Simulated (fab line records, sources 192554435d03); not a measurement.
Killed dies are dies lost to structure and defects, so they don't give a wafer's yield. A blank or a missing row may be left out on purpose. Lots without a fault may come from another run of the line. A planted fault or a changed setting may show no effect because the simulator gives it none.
Split-lot experiment | flow n5_finfet | 7 lots, 21 wafers read, on a route of 1938 steps

THE SPLIT
At N5_BEOL_M4_COAT_73 (time 60 s, resist thk 5 nm), the setting spin_rpm was moved away from the recipe's 1500 rpm on 10 of the 21 wafers read, by -4.3% to +8.1%. The other wafers ran this setting at the recipe's value.

FROM THE SPLIT TO THE READING: what the file shows between them, 4 steps
- N5_BEOL_M4_COAT_05: resist thk 30 nm (also split here: spin_rpm)
- N5_BEOL_M4_EBR_07
- N5_BEOL_M4_SOFTBAKE_06: time 60 s
- N5_BEOL_M4_DESCUM_16: chemistry O2, time 7 s

THE READING
etch.depth_nm (the simulator's own value, which no gauge read), in nm, at N5_BEOL_M4_ETCH_74 (etches underlayer in N2/H2, target depth 6.5 nm, time 5.2 s). The file gives no usual value for it. The 11 wafers here that ran the recipe average 5.006 nm, standard deviation 0.0093 nm.

wafer  | tool, chamber at the split | spin_rpm as run, rpm | against the recipe | etch.depth_nm, nm | against lot-mates on the recipe
L074.2 | litho_track-03, 0          | 1500                 | recipe             | 5.005             | -
L074.5 | litho_track-03, 0          | 1500                 | recipe             | 5.02              | -
L074.6 | litho_track-03, 0          | 1500                 | recipe             | 5.022             | -
L077.1 | litho_track-03, 0          | 1500                 | recipe             | 4.994             | -
L077.3 | litho_track-03, 0          | 1582                 | +5.5%              | 4.863             | -0.136
L077.4 | litho_track-03, 0          | 1500                 | recipe             | 5.005             | -
L079.3 | litho_track-04, 0          | 1500                 | recipe             | 5.011             | -
L079.5 | litho_track-04, 0          | 1554                 | +3.6%              | 4.918             | -0.093
L079.6 | litho_track-04, 0          | 1554                 | +3.6%              | 4.918             | -0.093
L080.2 | litho_track-02, 0          | 1500                 | recipe             | 5.012             | -
L080.3 | litho_track-02, 0          | 1436                 | -4.3%              | 5.119             | +0.107
L080.5 | litho_track-02, 0          | 1436                 | -4.3%              | 5.129             | +0.117
L090.4 | litho_track-02, 0          | 1619                 | +7.9%              | 4.811             | -0.193
L090.5 | litho_track-02, 0          | 1500                 | recipe             | 5.004             | -
L090.6 | litho_track-02, 0          | 1619                 | +7.9%              | 4.808             | -0.196
L093.3 | litho_track-03, 0          | 1500                 | recipe             | 4.996             | -
L093.5 | litho_track-03, 0          | 1622                 | +8.1%              | 4.808             | -0.186
L093.6 | litho_track-03, 0          | 1500                 | recipe             | 4.992             | -
L097.1 | litho_track-02, 0          | 1500                 | recipe             | 5.006             | -
L097.3 | litho_track-02, 0          | 1453                 | -3.1%              | 5.095             | +0.089
L097.4 | litho_track-02, 0          | 1453                 | -3.1%              | 5.079             | +0.073

THE FIT
A straight line over all 21 wafers: etch.depth_nm changes by -0.0253 nm for each +1% of spin_rpm; r = -1.00; the points scatter about the line by 0.0086 nm.
The same after taking each lot's own level away (the mean of its wafers on the recipe; 21 wafers): -0.0247 nm for each +1%; r = -1.00; scatter 0.0063 nm.
On that fit, the largest move of spin_rpm shifts the reading by 0.2 nm.
The lots' own levels span 4.9940 to 5.0157 nm, that is 2.3 times the standard deviation above.
So the lot-to-lot level changes the slope little: the two slopes agree.
Check: with one of the wafers moved furthest among these (+8.1%) left out of the fit, the line predicts -0.204 nm for it against its lot-mates. It came out at -0.186 nm against them.

OTHER SPLITS ON THESE WAFERS
These wafers also went through other splits before the reading. Each is held against what the fit with the lots' levels taken away leaves over:
other split on the same wafers | wafers away from the commonest value | r with etch.depth_nm (lot level and that fit taken away)
N5_BEOL_M3_ETCH_70 bias_w      | 6                                    | -0.02
N5_BEOL_M4_COAT_05 spin_rpm    | 4                                    | -0.21

THE FILE'S OWN FIT
etch.depth_nm changes by -0.0243 nm for each +1% of spin_rpm, r = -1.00.
